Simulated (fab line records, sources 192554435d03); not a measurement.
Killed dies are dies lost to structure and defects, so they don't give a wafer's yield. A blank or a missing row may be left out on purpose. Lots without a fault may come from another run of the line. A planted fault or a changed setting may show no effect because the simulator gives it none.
Chamber matching | flow n5_finfet | N5_BEOL_M6_ETCH_62 on rie_diel-05: 4 sister chambers
The step etches SOC in N2/H2, target depth 110 nm, overetch 22 nm, time 165 s. 14 wafers are shown with their chamber, then 7 later ones without.

WAFERS WITH THEIR CHAMBER
wafer  | chamber | drypump_motor_current_A (A) | throttle_valve_pct (%) | showerhead_plenum_p_Torr (Torr)
L075.1 | 1       | 5.5                         | 18.13                  | 2.63
L075.2 | 0       | 5.2                         | 17.74                  | 2.60
L075.3 | 2       | 6.6                         | 17.63                  | 2.58
L075.4 | 3       | 5.7                         | 17.57                  | 2.47
L075.5 | 2       | 6.6                         | 17.64                  | 2.58
L075.6 | 1       | 5.5                         | 18.13                  | 2.63
L078.1 | 1       | 5.5                         | 18.14                  | 2.63
L078.3 | 2       | 6.6                         | 17.64                  | 2.58
L078.5 | 3       | 5.7                         | 17.59                  | 2.47
L086.1 | 1       | 5.5                         | 18.19                  | 2.62
L086.2 | 0       | 5.1                         | 17.77                  | 2.58
L086.3 | 2       | 6.6                         | 17.67                  | 2.57
L092.2 | 1       | 5.5                         | 18.20                  | 2.61
L092.3 | 3       | 5.7                         | 17.65                  | 2.46

SIGNATURES (means of the wafers above)
reading                  | chamber 0 | chamber 1 | chamber 2 | chamber 3 | scatter within a chamber
drypump_motor_current_A  | 5.150     | 5.500     | 6.600     | 5.700     | 0.0224
throttle_valve_pct       | 17.7550   | 18.1580   | 17.6450   | 17.6033   | 0.0308
showerhead_plenum_p_Torr | 2.5900    | 2.6240    | 2.5775    | 2.4667    | 0.00813
Rule: a wafer's distance from a chamber is the root of the sum, over the readings, of the square of ((its reading less the chamber's mean) divided by the reading's scatter). The wafer belongs to the nearest chamber; if the next one is less than 2 further off, it can't be placed. The scatter: the root of (the sum of the squares of (reading less its chamber's mean) over the shown wafers, divided by (wafers less chambers)).

WAFERS WITHOUT THEIR CHAMBER
wafer  | drypump_motor_current_A (A) | throttle_valve_pct (%) | showerhead_plenum_p_Torr (Torr)
L092.5 | 6.6                         | 17.68                  | 2.56
L093.1 | 5.7                         | 17.67                  | 2.45
L093.2 | 6.6                         | 17.72                  | 2.56
L093.6 | 5.1                         | 17.83                  | 2.58
L096.1 | 5.5                         | 18.22                  | 2.61
L096.2 | 5.1                         | 17.83                  | 2.57
L096.6 | 5.1                         | 17.83                  | 2.57

WHICH CHAMBER EACH WENT THROUGH
wafer  | from the rows above | in truth
L092.5 | 2                   | 2
L093.1 | 3                   | 3
L093.2 | 2                   | 2
L093.6 | 0                   | 0
L096.1 | 1                   | 1
L096.2 | 0                   | 0
L096.6 | 0                   | 0
Placed correctly: 7 of 7. Can't be placed from these rows: 0. Placed wrongly: 0.
